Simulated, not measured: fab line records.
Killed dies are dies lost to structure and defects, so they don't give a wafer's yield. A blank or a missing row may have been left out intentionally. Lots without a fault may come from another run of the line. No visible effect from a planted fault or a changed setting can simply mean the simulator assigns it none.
Matching of chambers / flow n5-finfet / N5_MOL_CONTACT_COAG_ETCH_47 on rie-diel-05 has 4 sister chambers
The step etches SiNx in CH3F/O2, stops on W, target depth 27 nm. 8 wafers are shown with their chamber, then 9 later ones without.

## WAFERS WITH THEIR CHAMBER
wafer=L082.4; chamber=0; drypump-motor-current-A (A)=5.1; throttle-valve-pct (%)=16.28
wafer=L088.5; chamber=2; drypump-motor-current-A (A)=6.6; throttle-valve-pct (%)=16.73
wafer=L091.2; chamber=3; drypump-motor-current-A (A)=5.0; throttle-valve-pct (%)=16.26
wafer=L091.5; chamber=2; drypump-motor-current-A (A)=6.7; throttle-valve-pct (%)=16.74
wafer=L091.6; chamber=1; drypump-motor-current-A (A)=5.8; throttle-valve-pct (%)=16.32
wafer=L092.1; chamber=1; drypump-motor-current-A (A)=5.8; throttle-valve-pct (%)=16.32
wafer=L092.2; chamber=3; drypump-motor-current-A (A)=5.0; throttle-valve-pct (%)=16.25
wafer=L092.4; chamber=0; drypump-motor-current-A (A)=5.1; throttle-valve-pct (%)=16.33

## WAFERS MISSING THEIR CHAMBER
wafer=L094.3; drypump-motor-current-A (A)=5.1; throttle-valve-pct (%)=16.32
wafer=L094.4; drypump-motor-current-A (A)=6.7; throttle-valve-pct (%)=16.76
wafer=L094.6; drypump-motor-current-A (A)=5.1; throttle-valve-pct (%)=16.33
wafer=L096.4; drypump-motor-current-A (A)=5.1; throttle-valve-pct (%)=16.33
wafer=L096.5; drypump-motor-current-A (A)=4.9; throttle-valve-pct (%)=16.26
wafer=L096.6; drypump-motor-current-A (A)=6.7; throttle-valve-pct (%)=16.75
wafer=L097.2; drypump-motor-current-A (A)=5.8; throttle-valve-pct (%)=16.34
wafer=L097.4; drypump-motor-current-A (A)=5.1; throttle-valve-pct (%)=16.35
wafer=L097.6; drypump-motor-current-A (A)=5.1; throttle-valve-pct (%)=16.34

## WHICH CHAMBER EACH ONE RAN IN
wafer=L094.3; from the rows above=0; in truth=0
wafer=L094.4; from the rows above=2; in truth=2
wafer=L094.6; from the rows above=0; in truth=0
wafer=L096.4; from the rows above=0; in truth=0
wafer=L096.5; from the rows above=3; in truth=3
wafer=L096.6; from the rows above=2; in truth=2
wafer=L097.2; from the rows above=1; in truth=1
wafer=L097.4; from the rows above=0; in truth=0
wafer=L097.6; from the rows above=0; in truth=0
Correctly placed: 9 of 9. Not placeable from these rows: 0. 0 placed wrongly.
How it was worked out, from the rows above alone: a wafer's distance from a chamber is the root of the sum, over the readings, of the square of ((its reading less the chamber's mean) divided by the reading's scatter). If the next closest chamber is less than 2 further off than the closest, the wafer can't be placed; otherwise it belongs to the closest. A chamber's mean is the mean of its shown wafers. The scatter: the root of (the sum of the squares of (reading less its chamber's mean) over the shown wafers, divided by (wafers less chambers)).
